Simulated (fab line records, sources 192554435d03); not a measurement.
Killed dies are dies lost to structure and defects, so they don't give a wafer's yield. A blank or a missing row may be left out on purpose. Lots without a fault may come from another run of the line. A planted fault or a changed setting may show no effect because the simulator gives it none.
Chamber matching | flow n5_finfet | N5_BEOL_M8_CURE_75 on uv_cure-02: 3 sister chambers
The step cures SiCOH lowk, time 120 s. 6 wafers are shown with their chamber, then 12 later ones without.

WAFERS WITH THEIR CHAMBER
wafer  | chamber | wafer_temp_C_max | lamp_power_pct (%)
L088.4 | 2       | 372.2            | 52.33
L088.6 | 2       | 371.9            | 52.33
L091.3 | 0       | 371.7            | 52.29
L091.6 | 0       | 372.7            | 52.24
L093.3 | 1       | 372.1            | 52.31
L093.4 | 1       | 372.4            | 52.35

WAFERS WITHOUT THEIR CHAMBER
wafer  | wafer_temp_C_max | lamp_power_pct (%)
L094.1 | 372.8            | 52.29
L094.2 | 371.5            | 52.17
L094.3 | 372.6            | 52.33
L094.4 | 371.7            | 52.32
L094.5 | 371.6            | 52.31
L094.6 | 371.9            | 52.31
L097.3 | 371.7            | 52.34
L097.4 | 371.9            | 52.28
L097.6 | 373.8            | 52.32
L096.1 | 370.9            | 52.37
L096.2 | 371.0            | 52.32
L096.3 | 372.7            | 52.26

WHICH CHAMBER EACH WENT THROUGH
wafer  | from the rows above          | in truth
L094.1 | can't be placed: 0 or 1 or 2 | 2
L094.2 | 0                            | 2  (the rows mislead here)
L094.3 | can't be placed: 1 or 2 or 0 | 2
L094.4 | can't be placed: 2 or 1 or 0 | 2
L094.5 | can't be placed: 2 or 1 or 0 | 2
L094.6 | can't be placed: 2 or 1 or 0 | 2
L097.3 | can't be placed: 2 or 1      | 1
L097.4 | can't be placed: 0 or 2 or 1 | 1
L097.6 | can't be placed: 1 or 2 or 0 | 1
L096.1 | can't be placed: 2 or 1 or 0 | 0
L096.2 | can't be placed: 2 or 1 or 0 | 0
L096.3 | can't be placed: 0 or 1 or 2 | 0
Placed correctly: 0 of 12. Can't be placed from these rows: 11 (the true chamber is among the candidates in 11). Placed wrongly: 1.
How it was worked out, from the rows above alone: a wafer's distance from a chamber is the root of the sum, over the readings, of the square of ((its reading less the chamber's mean) divided by the reading's scatter). The wafer belongs to the nearest chamber; if the next one is less than 2 further off, it can't be placed. A chamber's mean is the mean of its shown wafers. The scatter: the root of (the sum of the squares of (reading less its chamber's mean) over the shown wafers, divided by (wafers less chambers)).
